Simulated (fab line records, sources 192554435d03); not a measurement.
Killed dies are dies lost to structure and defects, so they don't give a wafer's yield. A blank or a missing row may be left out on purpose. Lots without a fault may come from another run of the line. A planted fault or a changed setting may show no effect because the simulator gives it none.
Chamber matching | flow n5_finfet | N5_SD_EPI_P_ETCH_37 on rie_diel-04: 4 sister chambers
The step etches SOC in N2/H2, overetch 108 nm, time 486 s. 20 wafers are shown with their chamber, then 10 later ones without.

WAFERS WITH THEIR CHAMBER
wafer  | chamber | throttle_valve_pct (%) | showerhead_plenum_p_Torr (Torr) | oes_product_au (a.u.)
L076.2 | 1       | 23.73                  | 2.59                            | 0.85
L076.3 | 2       | 23.30                  | 2.42                            | 0.66
L076.5 | 1       | 23.72                  | 2.59                            | 0.85
L080.1 | 1       | 23.73                  | 2.58                            | 0.82
L080.3 | 3       | 23.86                  | 2.45                            | 0.73
L080.4 | 2       | 23.32                  | 2.41                            | 0.66
L082.1 | 2       | 23.32                  | 2.41                            | 0.65
L082.4 | 3       | 23.86                  | 2.44                            | 0.72
L082.6 | 1       | 23.74                  | 2.58                            | 0.82
L086.2 | 2       | 23.33                  | 2.41                            | 0.64
L086.4 | 3       | 23.86                  | 2.44                            | 0.72
L086.5 | 1       | 23.75                  | 2.58                            | 0.80
L088.1 | 2       | 23.34                  | 2.41                            | 0.65
L088.2 | 3       | 23.87                  | 2.44                            | 0.71
L088.5 | 0       | 23.65                  | 2.49                            | 0.86
L091.1 | 3       | 23.88                  | 2.44                            | 0.71
L091.2 | 1       | 23.75                  | 2.58                            | 0.79
L091.4 | 2       | 23.34                  | 2.41                            | 0.64
L092.2 | 3       | 23.88                  | 2.44                            | 0.71
L092.3 | 2       | 23.34                  | 2.41                            | 0.64

SIGNATURES (means of the wafers above)
reading                  | chamber 0 | chamber 1 | chamber 2 | chamber 3 | scatter within a chamber
throttle_valve_pct       | 23.6500   | 23.7367   | 23.3271   | 23.8683   | 0.0126
showerhead_plenum_p_Torr | 2.4900    | 2.5833    | 2.4114    | 2.4417    | 0.00435
oes_product_au           | 0.8600    | 0.8217    | 0.6486    | 0.7167    | 0.0156
Rule: a wafer's distance from a chamber is the root of the sum, over the readings, of the square of ((its reading less the chamber's mean) divided by the reading's scatter). The wafer belongs to the nearest chamber; if the next one is less than 2 further off, it can't be placed. The scatter: the root of (the sum of the squares of (reading less its chamber's mean) over the shown wafers, divided by (wafers less chambers)).

WAFERS WITHOUT THEIR CHAMBER
wafer  | throttle_valve_pct (%) | showerhead_plenum_p_Torr (Torr) | oes_product_au (a.u.)
L092.5 | 23.65                  | 2.48                            | 0.83
L093.2 | 23.90                  | 2.44                            | 0.71
L093.4 | 23.76                  | 2.57                            | 0.77
L093.6 | 23.66                  | 2.48                            | 0.83
L094.3 | 23.88                  | 2.43                            | 0.70
L094.4 | 23.68                  | 2.48                            | 0.83
L094.5 | 23.67                  | 2.48                            | 0.83
L095.1 | 23.67                  | 2.48                            | 0.82
L095.3 | 23.77                  | 2.57                            | 0.78
L095.4 | 23.35                  | 2.40                            | 0.64

WHICH CHAMBER EACH WENT THROUGH
wafer  | from the rows above | in truth
L092.5 | 0                   | 0
L093.2 | 3                   | 3
L093.4 | 1                   | 1
L093.6 | 0                   | 0
L094.3 | 3                   | 3
L094.4 | 0                   | 0
L094.5 | 0                   | 0
L095.1 | 0                   | 0
L095.3 | 1                   | 1
L095.4 | 2                   | 2
Placed correctly: 10 of 10. Can't be placed from these rows: 0. Placed wrongly: 0.
